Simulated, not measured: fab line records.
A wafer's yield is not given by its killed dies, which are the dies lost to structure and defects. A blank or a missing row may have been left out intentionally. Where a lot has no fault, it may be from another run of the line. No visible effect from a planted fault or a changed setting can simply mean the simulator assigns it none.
fab line records	flow n5-finfet
record lots=5	wafers=14	last-day=16
route steps=1938 shown BEOL_M1@762 BEOL_M4@1111
lots with no fault: from the same line, run without faults
start-h: hours from the record's opening day to when the first of the lot's shown wafers began	wait-h: time in hours since the lot's previous step	" as in the row above	L1.1+2: one row covering several wafers at once	- no value present, or no start provided	* or withheld: withheld	< > ~ a bound
route shown NAME@n: NAME is a module with steps in the file, n the number in the route of the first one	usual: the fault-free wafers' mean and standard deviation	same: alike in all rows	chamber/n: place in a boat	sites: the reading at each site	_std_site: the standard deviation of these	_edge_site: inner sites' mean taken away from outer sites' mean	radius-mm: how far each site lies from the wafer's centre	mask NAME#n: copy n	behind: tool/chamber where the wafer was last shaped	hold: why the lot went on hold/how many hours it stayed there/how the hold came to an end	device: names the non-switching transistor (n, p or np)	end of line: the same wafers' tests at the end of the route	a step with no rows: only its recipe	killed: dies lost to structure and defects at the first sort, not the wafer's yield	map: a wafer's dies, marking killed ones x, the rest . and places with no die _
set.NAME: the setting that was run; set.NAME@STEP: the one run at that earlier step	model.NAME: the simulator's own value behind a step, which no gauge read
lots at some steps of the route; a table a step, a row a wafer
services: from which hour (start-h, from the record's first day; less than 0 if before it) a tool's chamber was out of use, for how many hours, and why
## steps
# step N5_BEOL_M1_PEB_09
# recipe peb-temp-c=100	peb-time-s=60	resist=CAR-EUV
# step N5_BEOL_M1_DEVELOP_10
# recipe develop-time-s=30	developer=TMAH	resist=CAR-EUV	rinse-liquid=surfactant-rinse	dry=air-spin	dev-temp-c=23
# step N5_BEOL_M1_CD_MEAS_11
# recipe target-cd-nm=17.05	landing-energy-ev=500	detector=se-inlens	polarity=opening
# usual cd-nm=17.11/0.24
lot.wafer	tool	chamber	start-h	wait-h	cd-nm
L369.2	cd-sem-03	0	141.24	-	17.32
L369.4	"	0	"	"	17.76
L369.5	"	0	"	"	17.46
L371.2	cd-sem-01	0	152.74	-	17.42
L371.3	"	0	"	"	16.98
L371.5	"	0	"	"	17.09
L373.3	cd-sem-03	0	162.25	-	16.99
L373.4	"	0	"	"	17.19
L373.6	"	0	"	"	16.95
L376.1	cd-sem-03	0	188.27	-	16.70
L376.3	"	0	"	"	17.07
L376.6	"	0	"	"	16.99
L383.5	cd-sem-01	0	223.97	-	17.09
L383.6	"	0	"	"	16.95
# step N5_BEOL_M1_OVL_MEAS_12
# recipe points-per-wafer=522
# usual M1_OVL=0.1/0.62
lot.wafer	tool	chamber	start-h	wait-h	M1_OVL[nm]
L369.2	overlay-01	0	141.27	0.0	0.3
L369.4	"	0	"	"	2.3
L369.5	"	0	"	"	0.6
L371.2	overlay-02	0	152.77	0.0	-0.6
L371.3	"	0	"	"	0.5
L371.5	"	0	"	"	0.3
L373.3	overlay-02	0	162.29	0.0	0.1
L373.4	"	0	"	"	0.1
L373.6	"	0	"	"	-1.1
L376.1	overlay-02	0	188.30	0.0	-0.2
L376.3	"	0	"	"	-0.4
L376.6	"	0	"	"	0.2
L383.5	overlay-01	0	224.02	0.0	1.2
L383.6	"	0	"	"	0.5
# step N5_BEOL_M1_INSPECT_13
# recipe mode=adi	inspect-instrument=brightfield
# usual raw-defect-count=432/120
lot.wafer	tool	chamber	start-h	wait-h	raw-defect-count
L369.2	defect-inspect-02	-	141.33	0.0	320
L369.4	"	-	"	"	435
L369.5	"	-	"	"	345
L371.2	defect-inspect-02	-	152.83	0.0	359
L371.3	"	-	"	"	408
L371.5	"	-	"	"	349
L373.3	defect-inspect-01	-	162.34	0.0	653
L373.4	"	-	"	"	593
L373.6	"	-	"	"	551
L376.1	defect-inspect-01	-	188.35	0.1	483
L376.3	"	-	"	"	340
L376.6	"	-	"	"	496
L383.5	defect-inspect-01	-	224.06	0.0	505
L383.6	"	-	"	"	820
# step N5_BEOL_M1_DESCUM_16
# recipe chemistry=O2	time-s=7	source-power-w=50	bias-power-w=20	pressure-mtorr=20	rf-frequency-hz=2.712e+07	temp-c=40	resist=CAR-EUV	o2-flow-sccm=225
# usual drypump-motor-current-A=5.9/0.59	oes-product-au=0.80/0.1	rf-vpp-V=243.3/1.6	showerhead-plenum-p-Torr=2.11/0.086	throttle-valve-pct=20.37/0.2
lot.wafer	tool	chamber	start-h	wait-h	drypump-motor-current-A	oes-product-au	rf-hours-counter-h	rf-vpp-V	showerhead-plenum-p-Torr	throttle-valve-pct
L369.2	rie-diel-04	3	141.45	0.1	6.8	0.70	197	240.5	1.99	20.20
L369.4	"	3	"	"	6.8	0.71	-	242.0	1.99	20.20
L369.5	"	0	"	"	5.4	0.79	-	243.9	2.18	20.53
L371.2	rie-diel-03	3	152.96	0.1	6.4	0.97	1	246.1	2.24	20.08
L371.3	"	1	"	"	6.1	0.74	136	245.1	2.20	20.54
L371.5	"	0	"	"	5.2	0.74	-	240.9	2.01	20.26
L373.3	rie-diel-01	0	162.60	0.3	5.9	0.95	16	245.0	2.23	20.14
L373.4	"	1	"	"	4.7	0.99	0	244.2	2.14	20.32
L373.6	"	1	"	"	4.7	1.00	-	242.9	2.14	20.32
L376.1	rie-diel-04	0	188.39	0.0	5.4	0.77	159	243.9	2.17	20.54
L376.3	"	1	"	"	5.4	0.94	10	243.6	2.13	20.28
L376.6	"	0	"	"	5.4	0.76	-	244.8	2.17	20.54
L383.5	rie-diel-03	3	225.40	1.3	6.5	0.89	-	246.5	2.23	20.12
L383.6	"	2	"	"	5.5	0.72	-	242.6	2.07	20.53
# step N5_BEOL_M1_ETCH_74
# recipe chemistry=N2/H2	target=underlayer	target-depth-a=65	mask-material=CAR-EUV	time-s=5.2	ion-energy-ev=200	pressure-mtorr=30	source-w=840	bias-w=150	n2-flow-sccm=200	h2-flow-sccm=200	ends=cleared
# usual drypump-motor-current-A=5.9/0.59	etch-rf-on-time-s=5.16/0.072	oes-product-au=0.68/0.087	rf-vpp-V=524/3.2	showerhead-plenum-p-Torr=2.56/0.1	throttle-valve-pct=17.80/0.24
lot.wafer	tool	chamber	start-h	wait-h	drypump-motor-current-A	etch-rf-on-time-s	oes-product-au	rf-hours-counter-h	rf-vpp-V	showerhead-plenum-p-Torr	throttle-valve-pct
L369.2	rie-diel-04	3	141.49	0.0	6.8	5.16	0.60	197	520	2.42	17.62
L369.4	"	3	"	"	6.8	5.12	0.60	-	520	2.42	17.60
L369.5	"	0	"	"	5.4	5.18	0.66	-	527	2.66	18.08
L371.2	rie-diel-03	3	152.99	0.0	6.4	5.14	0.82	1	528	2.71	17.43
L371.3	"	1	"	"	6.1	5.24	0.63	136	528	2.66	17.88
L371.5	"	0	"	"	5.1	5.21	0.64	-	522	2.43	17.65
L373.3	rie-diel-01	0	162.64	0.0	5.8	5.09	0.82	16	529	2.71	17.50
L373.4	"	1	"	"	4.7	5.05	0.87	0	525	2.61	17.78
L373.6	"	1	"	"	4.7	5.01	0.85	-	525	2.61	17.74
L376.1	rie-diel-04	0	188.42	0.0	5.4	5.22	0.66	159	527	2.65	18.07
L376.3	"	1	"	"	5.4	5.05	0.80	10	526	2.59	17.63
L376.6	"	0	"	"	5.4	5.23	0.65	-	528	2.65	18.06
L383.5	rie-diel-03	3	225.43	0.0	6.4	5.24	0.75	-	529	2.70	17.50
L383.6	"	2	"	"	5.5	5.22	0.62	-	523	2.52	18.10
# step N5_BEOL_M1_ETCH_63
# recipe chemistry=CF4	target=SiARC	target-depth-a=156	mask-material=CAR-EUV	time-s=26	ion-energy-ev=80	pressure-mtorr=40	source-w=545	bias-w=36	Ar_flow_sccm=100	cf4-flow-sccm=100	ends=cleared
# usual drypump-motor-current-A=5.9/0.59	etch-rf-on-time-s=25.7/0.34	oes-product-au=0.68/0.087	rf-vpp-V=184.2/1.4	showerhead-plenum-p-Torr=2.16/0.082	throttle-valve-pct=15.57/0.21
lot.wafer	tool	chamber	start-h	wait-h	drypump-motor-current-A	etch-rf-on-time-s	oes-product-au	rf-hours-counter-h	rf-vpp-V	showerhead-plenum-p-Torr	throttle-valve-pct
L369.2	rie-diel-04	3	141.50	0.0	6.8	25.7	0.60	197	182.6	2.04	15.52
L369.4	"	3	"	"	6.8	25.7	0.59	-	181.9	2.04	15.52
L369.5	"	0	"	"	5.4	25.8	0.67	-	187.4	2.23	15.75
L371.2	rie-diel-03	3	153.01	0.0	6.5	25.7	0.82	1	186.4	2.28	15.20
L371.3	"	1	"	"	6.1	26.1	0.62	136	185.8	2.23	15.69
L371.5	"	0	"	"	5.1	26.0	0.63	-	181.9	2.06	15.50
L373.3	rie-diel-01	0	162.65	0.0	5.8	25.4	0.82	16	185.3	2.27	15.30
L373.4	"	1	"	"	4.7	25.2	0.85	0	184.6	2.19	15.46
L373.6	"	1	"	"	4.7	25.4	0.84	-	186.0	2.19	15.48
L376.1	rie-diel-04	0	188.44	0.0	5.3	25.7	0.66	159	183.6	2.23	15.77
L376.3	"	1	"	"	5.4	25.2	0.81	10	185.4	2.19	15.47
L376.6	"	0	"	"	5.4	25.8	0.66	-	184.8	2.23	15.77
L383.5	rie-diel-03	3	225.45	0.0	6.4	26.3	0.75	-	186.2	2.27	15.26
L383.6	"	2	"	"	5.4	26.1	0.61	-	184.6	2.13	15.78
# step N5_BEOL_M1_ETCH_64
# recipe chemistry=N2/H2	target=SOC	target-depth-a=750	overetch-a=150	mask-material=SiARC	temp-c=40	time-s=112.5	ion-energy-ev=200	pressure-mtorr=30	source-w=840	bias-w=150	n2-flow-sccm=200	h2-flow-sccm=200
# usual drypump-motor-current-A=5.9/0.59	oes-product-au=0.63/0.077	rf-vpp-V=524.4/2.9	showerhead-plenum-p-Torr=2.56/0.1	throttle-valve-pct=17.76/0.24
lot.wafer	tool	chamber	start-h	wait-h	drypump-motor-current-A	oes-product-au	rf-hours-counter-h	rf-vpp-V	showerhead-plenum-p-Torr	throttle-valve-pct
L369.2	rie-diel-04	3	141.53	0.0	6.8	0.55	197	521.5	2.42	17.57
L369.4	"	3	"	"	6.8	0.55	-	520.4	2.42	17.57
L369.5	"	0	"	"	5.3	0.61	-	527.4	2.66	18.02
L371.2	rie-diel-03	3	153.04	0.0	6.5	0.76	1	527.5	2.71	17.41
L371.3	"	1	"	"	6.1	0.59	136	527.3	2.66	17.86
L371.5	"	0	"	"	5.2	0.59	-	523.1	2.43	17.63
L373.3	rie-diel-01	0	162.68	0.0	5.8	0.75	16	529.2	2.71	17.48
L373.4	"	1	"	"	4.7	0.77	0	527.1	2.61	17.74
L373.6	"	1	"	"	4.7	0.78	-	525.2	2.61	17.72
L376.1	rie-diel-04	0	188.47	0.0	5.4	0.61	159	525.4	2.65	18.04
L376.3	"	1	"	"	5.4	0.74	10	525.0	2.59	17.60
L376.6	"	0	"	"	5.4	0.61	-	527.2	2.65	18.05
L383.5	rie-diel-03	3	225.52	0.1	6.4	0.69	-	528.3	2.70	17.45
L383.6	"	2	"	"	5.5	0.57	-	523.1	2.52	18.08
# step N5_BEOL_M1_STRIP_65
# recipe chemistry=N2/H2	temp-c=40	n2-flow-sccm=200	h2-flow-sccm=200	rf-frequency-hz=6e+07
# step N5_BEOL_M1_STRIP_75
# recipe chemistry=N2/H2	temp-c=40	n2-flow-sccm=200	h2-flow-sccm=200	rf-frequency-hz=6e+07
# step N5_BEOL_M1_STRIP_66
# recipe chemistry=CF4	resist=SiARC	power-w=300	bias-power-w=75	pressure-mtorr=50	cf4-flow-sccm=150	rf-frequency-hz=6e+07
# usual drypump-motor-current-A=5.9/0.59	oes-product-au=0.78/0.096	rf-vpp-V=271.4/1.7	showerhead-plenum-p-Torr=1.81/0.067	throttle-valve-pct=13.55/0.22
lot.wafer	tool	chamber	start-h	wait-h	drypump-motor-current-A	oes-product-au	rf-hours-counter-h	rf-vpp-V	showerhead-plenum-p-Torr	throttle-valve-pct
L369.2	rie-diel-04	3	141.66	0.0	6.7	0.69	197	269.8	1.72	13.53
L369.4	"	3	"	"	6.8	0.69	-	270.7	1.72	13.54
L369.5	"	0	"	"	5.4	0.77	-	272.4	1.87	13.71
L371.2	rie-diel-03	3	153.17	0.0	6.4	0.95	1	272.3	1.91	13.14
L371.3	"	1	"	"	6.1	0.74	136	271.7	1.87	13.68
L371.5	"	0	"	"	5.1	0.73	-	270.4	1.73	13.50
L373.3	rie-diel-01	0	162.81	0.0	5.8	0.94	16	272.8	1.90	13.26
L373.4	"	1	"	"	4.7	0.97	0	272.3	1.83	13.38
L373.6	"	1	"	"	4.7	0.98	-	272.1	1.83	13.39
L376.1	rie-diel-04	0	188.60	0.0	5.3	0.75	159	272.4	1.86	13.73
L376.3	"	1	"	"	5.4	0.93	10	270.3	1.83	13.37
L376.6	"	0	"	"	5.4	0.76	-	272.0	1.86	13.73
L383.5	rie-diel-03	3	225.60	0.0	6.4	0.87	-	273.5	1.90	13.19
L383.6	"	2	"	"	5.5	0.71	-	272.4	1.78	13.76
# step N5_BEOL_M1_HM_OPEN_17
# recipe chemistry=Cl2/BCl3	target-depth-a=200	overetch-a=60	target=TiN	mask-material=SOC	ion-energy-ev=150	pressure-mtorr=10	icp-w=1000	bias-w=126	Cl2_flow_sccm=53.25	bcl3-flow-sccm=21.75	Ar_flow_sccm=25
# usual drypump-motor-current-A=5.7/0.31	oes-product-au=0.66/0.087	throttle-valve-pct=22.15/0.18
lot.wafer	tool	chamber	start-h	wait-h	drypump-motor-current-A	oes-product-au	rf-hours-counter-h	throttle-valve-pct	model.SOC_of_BEOL_M1_COAT_61.thk-nm	model.BEOL_M1.cd-offset-nm
L369.2	rie-metal-02	0	141.70	0.0	5.3	0.78	11	22.24	52	0.4
L369.4	"	1	"	"	5.5	0.64	-	22.09	51.8	0.6
L369.5	"	0	"	"	5.4	0.78	-	22.24	52	0.2
L371.2	rie-metal-03	0	153.21	0.0	6.0	0.61	75	21.92	52.2	0.2
L371.3	"	0	"	"	6.0	0.59	-	21.94	52.2	0.2
L371.5	"	0	"	"	6.0	0.61	-	21.93	52.2	0.2
L373.3	rie-metal-01	1	162.88	0.1	6.3	0.65	-	22.01	52	0.4
L373.4	"	0	"	"	5.7	0.85	-	22.00	52	0.2
L373.6	"	0	"	"	5.7	0.85	-	21.99	52	0.2
L376.1	rie-metal-01	1	188.64	0.0	6.4	0.64	47	22.04	52	-0.2
L376.3	"	1	"	"	6.3	0.64	-	22.05	52	-0.2
L376.6	"	1	"	"	6.4	0.65	-	22.02	52	-0.4
L383.5	rie-metal-02	1	225.69	0.1	5.5	0.63	-	22.10	49	0.4
L383.6	"	0	"	"	5.4	0.74	-	22.26	52	0
# step N5_BEOL_M1_STRIP_19
# recipe chemistry=O2	power-w=400	temp-c=40	pressure-mtorr=30	rf-frequency-hz=6e+07	bias-power-w=0	overash-fraction=0.2	o2-flow-sccm=225
# step N5_BEOL_M4_RC_MEAS_101
# usual DIBL_N=35.9/1.4	DIBL_P=35.9/1.7	IOFF_N=0.155/0.023	IOFF_P=0.201/0.029	ION_N=672/8.8	ION_P=460/7	SS_N=71.6/0.48	SS_P=73.1/0.64	VT_N=250.0/3	VT_P=-251.6/3
lot.wafer	tool	chamber	start-h	wait-h	DIBL_N[mV/V]	DIBL_P[mV/V]	IOFF_N[nA/um]	IOFF_P[nA/um]	ION_N[uA/um]	ION_P[uA/um]	SS_N[mV/dec]	SS_P[mV/dec]	VT_N[mV]	VT_P[mV]
L371.2	prober-01	0	192.04	0.2	36.7	38.5	0.181	0.222	680	459	72.2	73.5	249.0	-252.3
L371.3	"	0	"	"	36.0	37.7	0.166	0.207	674	463	71.6	73.1	250.0	-253.5
L371.5	"	0	"	"	36.0	37.6	0.165	0.207	676	461	71.5	74.0	248.4	-251.6
L369.2	prober-02	0	194.47	0.2	37.3	36.8	0.160	0.201	665	460	71.9	73.2	251.1	-252.7
L369.4	"	0	"	"	35.7	34.2	0.129	0.169	670	452	70.9	72.5	255.2	-253.7
L369.5	"	0	"	"	34.6	33.3	0.116	0.159	660	453	71.2	72.6	257.5	-254.8
L373.3	prober-02	0	217.06	0.3	34.9	34.5	0.138	0.151	662	449	71.9	72.6	251.5	-256.6
L373.4	"	0	"	"	34.7	34.5	0.136	0.155	658	443	71.7	72.0	255.2	-257.3
L373.6	"	0	"	"	36.6	36.0	0.159	0.171	664	444	72.0	73.5	250.5	-255.5
L376.1	prober-01	0	243.82	0.0	35.9	35.8	0.146	0.187	671	458	71.1	72.8	252.1	-251.9
L376.3	"	0	"	"	36.0	36.4	0.143	0.201	663	455	71.4	73.1	251.7	-249.7
L376.6	"	0	"	"	36.2	36.6	0.152	0.203	666	455	71.4	72.5	253.6	-251.7
L383.5	prober-02	0	275.96	0.6	35.7	34.7	0.131	0.173	669	459	71.8	72.3	254.2	-253.4
L383.6	"	0	"	"	35.2	34.7	0.133	0.179	671	466	70.8	72.3	253.2	-254.1
## services
tool	chamber	start-h	hours	kind
rie-metal-02	0	119.16	12.5	repair
rie-diel-03	3	122.82	-	clean
rie-diel-03	3	122.82	-	consumable-replace:focus-ring
rie-diel-03	3	122.82	-	consumable-replace:showerhead
rie-diel-03	3	122.82	24.2	scheduled-down
rie-diel-03	3	122.82	24.2	vent-cycle
rie-diel-03	-	123.29	14.6	pm
rie-diel-04	2	124.85	24.6	repair
rie-diel-01	1	144.70	-	clean
rie-diel-01	1	144.70	-	consumable-replace:focus-ring
rie-diel-01	1	144.70	16.8	scheduled-down
rie-diel-01	1	144.70	16.8	vent-cycle
rie-diel-04	1	149.68	-	clean
rie-diel-04	1	149.68	-	consumable-replace:focus-ring
rie-diel-04	1	149.68	11.9	scheduled-down
rie-diel-04	1	149.68	11.9	vent-cycle
rie-diel-04	0	161.53	6.6	repair
rie-diel-03	1	175.27	12.3	repair
rie-diel-01	2	178.99	-	clean
rie-diel-01	2	178.99	-	consumable-replace:focus-ring
rie-diel-04	3	193.45	8.9	repair
rie-diel-04	-	211.67	2.8	pm
rie-diel-01	-	217.33	9.7	repair
rie-diel-04	-	217.33	2.1	repair
## key
first-sign none at tools or gauges
model-effect step=N5_BEOL_M1_HM_OPEN_17	value=SOC_of_BEOL_M1_COAT_61.thk-nm	without=52	struck=49
met-at N5_BEOL_M1_HM_OPEN_17
struck-wafers L383.5
onset-between 141.70 225.69
fault kind=process-parameter-drift	tool=rie-metal-02	chamber=-	onset-h=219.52	steps=N5_BEOL_M1_HM_OPEN_17	channel=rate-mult	offset=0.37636	shape=step	end-h=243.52	scope=struck-wafers-only
